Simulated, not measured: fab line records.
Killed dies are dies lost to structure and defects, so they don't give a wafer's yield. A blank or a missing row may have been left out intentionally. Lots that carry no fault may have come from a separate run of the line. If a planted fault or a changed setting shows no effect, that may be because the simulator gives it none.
Chamber matching ; flow n5Finfet ; N5_BEOL_M0_SAQP_PECVD_97 on pecvd-01: 3 sister chambers
The step deposits SiNx from SiH4/NH3/N2, target thk 23 nm, time 19.9 s. 3 wafers are shown with their chamber, then 10 later ones without.

EACH WAFER AND ITS CHAMBER
wafer;chamber;throttleValvePct (%)
L080.4;2;36.0
L082.2;0;41.8
L082.5;1;36.3

WAFERS WITHOUT THEIR CHAMBER
wafer;throttleValvePct (%)
L082.6;35.9
L084.2;36.5
L084.4;36.3
L084.6;36.1
L086.2;36.4
L086.3;36.2
L086.6;36.4
L096.1;36.7
L096.3;36.2
L096.4;36.5

EACH ONE'S CHAMBER
wafer;from the rows above;in truth
L082.6;can't be placed: 2 or 1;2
L084.2;can't be placed: 1 or 2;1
L084.4;can't be placed: 1 or 2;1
L084.6;can't be placed: 2 or 1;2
L086.2;can't be placed: 1 or 2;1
L086.3;can't be placed: 1 or 2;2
L086.6;can't be placed: 1 or 2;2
L096.1;can't be placed: 1 or 2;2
L096.3;can't be placed: 1 or 2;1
L096.4;can't be placed: 1 or 2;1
Correct placement for 0 of the 10. These rows do not allow placing 10 (true chamber among the candidates in 10). Placed wrongly: 0.
How it was worked out, from the rows above alone: a wafer's distance from a chamber is the root of the sum, over the readings, of the square of ((its reading less the chamber's mean) divided by the reading's scatter). The wafer belongs to the nearest chamber; if the next one is less than 2 further off, it can't be placed. A chamber's mean is the mean of its shown wafers. The scatter: root of mean squared gap, hidden wafer to nearest shown wafer, with one shown wafer a chamber.
